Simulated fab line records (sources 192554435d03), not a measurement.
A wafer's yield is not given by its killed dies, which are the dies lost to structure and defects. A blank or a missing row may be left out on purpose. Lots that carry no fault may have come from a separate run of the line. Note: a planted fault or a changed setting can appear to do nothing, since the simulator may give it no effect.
Split-lot trial | flow n5-finfet | 7 lots, 39 wafers read, on a route of 1938 steps

## ABOUT THE SPLIT
At N5_HKMG_FIN_ETCH_32 (etches SOC in N2/H2, target depth 240 nm, time 300 s), the setting bias-w was moved away from the recipe's 150 W on 12 of the 39 wafers read, by -16.5% to +9.5%. For the rest of the wafers, this setting stayed at what the recipe calls for.

The reading comes from the split's own step.

## THE READING
rf-vpp-V, in V, at N5_HKMG_FIN_ETCH_32 (etches SOC in N2/H2, target depth 240 nm, time 300 s). A value of 525.0 V with a standard deviation of 2.1 V is what fault-free wafers of this fab line usually give.

wafer  | tool, chamber at the split | bias-w as run, W | against the recipe | rf-vpp-V, V | against lot-mates on the recipe
L079.1 | rie-diel-05, 2             | 150              | recipe             | 526.6       | -
L079.2 | rie-diel-05, 3             | 150              | recipe             | 521.7       | -
L079.3 | rie-diel-05, 0             | 164.3            | +9.5%              | 560.3       | +35.7
L079.4 | rie-diel-05, 1             | 164.3            | +9.5%              | 557.4       | +32.8
L079.5 | rie-diel-05, 2             | 150              | recipe             | 525.4       | -
L079.6 | rie-diel-05, 3             | 164.3            | +9.5%              | 552.4       | +27.8
L080.1 | rie-diel-05, 1             | 150              | recipe             | 526.7       | -
L080.2 | rie-diel-05, 3             | 150              | recipe             | 521.7       | -
L080.3 | rie-diel-05, 0             | 125.3            | -16.5%             | 470.5       | -53.7
L080.4 | rie-diel-05, 2             | 150              | recipe             | 524.2       | -
L080.5 | rie-diel-05, 1             | 125.3            | -16.5%             | 469.9       | -54.3
L080.6 | rie-diel-05, 2             | 125.3            | -16.5%             | 468.3       | -55.9
L081.1 | rie-diel-04, 1             | 131.8            | -12.1%             | 484.5       | -40.9
L081.2 | rie-diel-04, 3             | 131.8            | -12.1%             | 481.9       | -43.5
L081.3 | rie-diel-04, 0             | 131.8            | -12.1%             | 485.5       | -39.9
L081.4 | rie-diel-04, 1             | 150              | recipe             | 525.1       | -
L081.5 | rie-diel-04, 3             | 150              | recipe             | 525.1       | -
L081.6 | rie-diel-04, 0             | 150              | recipe             | 525.9       | -
L082.1 | rie-diel-03, 3             | 150              | recipe             | 524.7       | -
L082.2 | rie-diel-03, 2             | 150              | recipe             | 529.3       | -
L082.3 | rie-diel-03, 0             | 150              | recipe             | 527.1       | -
L082.4 | rie-diel-03, 1             | 150              | recipe             | 522.0       | -
L082.5 | rie-diel-03, 3             | 150              | recipe             | 524.1       | -
L082.6 | rie-diel-03, 0             | 150              | recipe             | 525.8       | -
L083.1 | rie-diel-05, 2             | 150              | recipe             | 525.0       | -
L083.2 | rie-diel-05, 3             | 150              | recipe             | 522.7       | -
L083.3 | rie-diel-05, 1             | 150              | recipe             | 527.3       | -
L083.4 | rie-diel-05, 0             | 150              | recipe             | 529.6       | -
L083.5 | rie-diel-05, 2             | 150              | recipe             | 525.1       | -
L083.6 | rie-diel-05, 3             | 150              | recipe             | 522.2       | -
L093.1 | rie-diel-04, 2             | 150              | recipe             | 523.0       | -
L093.2 | rie-diel-04, 1             | 150              | recipe             | 525.5       | -
L093.3 | rie-diel-04, 3             | 141.6            | -5.6%              | 504.7       | -19.4
L093.4 | rie-diel-04, 0             | 141.6            | -5.6%              | 508.6       | -15.5
L093.5 | rie-diel-04, 0             | 141.6            | -5.6%              | 507.2       | -16.9
L093.6 | rie-diel-04, 3             | 150              | recipe             | 523.7       | -
L094.2 | rie-diel-04, 0             | 150              | recipe             | 525.1       | -
L094.3 | rie-diel-04, 1             | 150              | recipe             | 525.5       | -
L094.6 | rie-diel-04, 3             | 150              | recipe             | 524.2       | -

THE FIT
A straight line over all 39 wafers: rf-vpp-V changes by +3.36 V for each +1% of bias-w; r = +1.00; the points scatter about the line by 2.1 V.
The same after taking each lot's own level away (the mean of its wafers on the recipe; 39 wafers): +3.34 V for each +1%; r = +1.00; scatter 2.1 V.
On that fit, the largest move of bias-w shifts the reading by 55 V.
The lots' own levels span 524.07 to 525.50 V, that is 0.7 times the standard deviation above.
Consequently the slope shifts little with the lot-to-lot level, the two slopes agreeing.
Check: -55.2 V against its lot-mates is what the line predicts for one of the wafers moved furthest among these (-16.5%) when that wafer is left out of the fit. Against them it came out at -53.7 V.
Tool readings at the split's step, against how far the setting was moved: rf-vpp-V r = +1.00.

## THESE WAFERS: OTHER SPLITS
Note: prior to the reading, these wafers also went through further splits. Each is held against what the fit with the lots' levels taken away leaves over:
other split on the same wafers       | wafers away from the commonest value | r with rf-vpp-V (lot level and that fit taken away)
N5_FIN_CUT_CUT_ETCH_26 time-s        | 12                                   | -0.21
N5_DUMMY_GATE_EXPOSE_12 dose-mj      | 15                                   | +0.02
N5_DUMMY_GATE_ETCH_44 target-depth-a | 12                                   | -0.02
N5_DUMMY_GATE_ETCH_42 bias-w         | 12                                   | -0.28
N5_SD_EPI_N_ETCH_45 target-depth-a   | 18                                   | -0.25

## THE WHOLE CHAIN: every reading that the file lists as answering this split, in the file's order
step                | what it does                                         | reading                                                                           | change (the file's fit)               | r (the file's)
N5_HKMG_FIN_ETCH_32 | etches SOC in N2/H2, target depth 240 nm, time 300 s | rf-vpp-V                                                                          | +3.34 V for each +1% of the setting   | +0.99
N5_HKMG_FIN_ETCH_32 | etches SOC in N2/H2, target depth 240 nm, time 300 s | HKMG_FIN.feature-depth-nm (the simulator's own value, which no gauge read)        | +1.22 nm for each +1% of the setting  | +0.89
N5_HKMG_FIN_ETCH_32 | etches SOC in N2/H2, target depth 240 nm, time 300 s | etch.depth-nm (the simulator's own value, which no gauge read)                    | +1.21 nm for each +1% of the setting  | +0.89
N5_HKMG_FIN_ETCH_32 | etches SOC in N2/H2, target depth 240 nm, time 300 s | SiARC_of_HKMG_FIN_COAT_30.thk-nm (the simulator's own value, which no gauge read) | -0.177 nm for each +1% of the setting | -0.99

## THE FILE'S OWN FIT
rf-vpp-V changes by +3.34 V for each +1% of bias-w, r = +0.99.
